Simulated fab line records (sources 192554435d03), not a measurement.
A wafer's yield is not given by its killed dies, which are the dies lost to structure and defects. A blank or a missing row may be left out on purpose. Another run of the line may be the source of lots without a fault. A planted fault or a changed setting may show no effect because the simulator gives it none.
Matching of chambers    flow n5 finfet    4 sister chambers for N5_HKMG_FIN_DESCUM_17 on rie diel-04
The step chemistry O2, time 7.9 s. 14 wafers are shown with their chamber, then 7 later ones without.

WAFERS WITH THEIR CHAMBER
wafer   chamber  showerhead plenum p Torr (Torr)  throttle valve pct (%)  drypump motor current A (A)
L083.2  0        2.13                             20.18                   5.8
L083.5  2        2.12                             20.38                   5.6
L083.6  1        2.00                             20.61                   6.1
L084.1  1        2.00                             20.61                   6.1
L084.4  2        2.12                             20.38                   5.6
L084.6  1        2.00                             20.60                   6.2
L085.1  1        2.00                             20.61                   6.2
L085.2  2        2.12                             20.39                   5.6
L085.4  3        2.04                             20.58                   5.5
L086.2  1        2.00                             20.60                   6.1
L086.4  2        2.11                             20.40                   5.6
L086.6  3        2.04                             20.58                   5.5
L090.1  0        2.13                             20.19                   5.8
L090.3  3        2.04                             20.59                   5.5

SIGNATURES (means of the wafers above)
reading                   chamber 0  chamber 1  chamber 2  chamber 3  scatter within a chamber
showerhead plenum p Torr  2.1300     2.0000     2.1175     2.0400     0.00274
throttle valve pct        20.1850    20.6060    20.3875    20.5833    0.00715
drypump motor current A   5.800      6.140      5.600      5.500      0.0346
Rule: a wafer lies at a distance from a chamber equal to the root of the sum of squares, over the readings, of (its reading less the chamber's mean, divided by the reading's scatter). The wafer belongs to the nearest chamber; if the next one is less than 2 further off, it can't be placed. The scatter: the root of (the sum of the squares of (reading less its chamber's mean) over the shown wafers, divided by (wafers less chambers)).

WAFERS WHOSE CHAMBER IS MISSING
wafer   showerhead plenum p Torr (Torr)  throttle valve pct (%)  drypump motor current A (A)
L090.5  2.13                             20.19                   5.8
L093.3  2.11                             20.41                   5.6
L093.4  2.00                             20.62                   6.1
L093.6  2.00                             20.62                   6.1
L096.2  2.11                             20.43                   5.6
L096.3  2.13                             20.22                   5.8
L096.4  2.03                             20.61                   5.5

WHICH CHAMBER EACH WENT THROUGH
wafer   from the rows above  in truth
L090.5  0                    0
L093.3  2                    2
L093.4  1                    1
L093.6  1                    1
L096.2  2                    2
L096.3  0                    0
L096.4  3                    3
Correctly placed: 7 of 7. Left unplaced by these rows: 0. Number placed wrongly: 0.
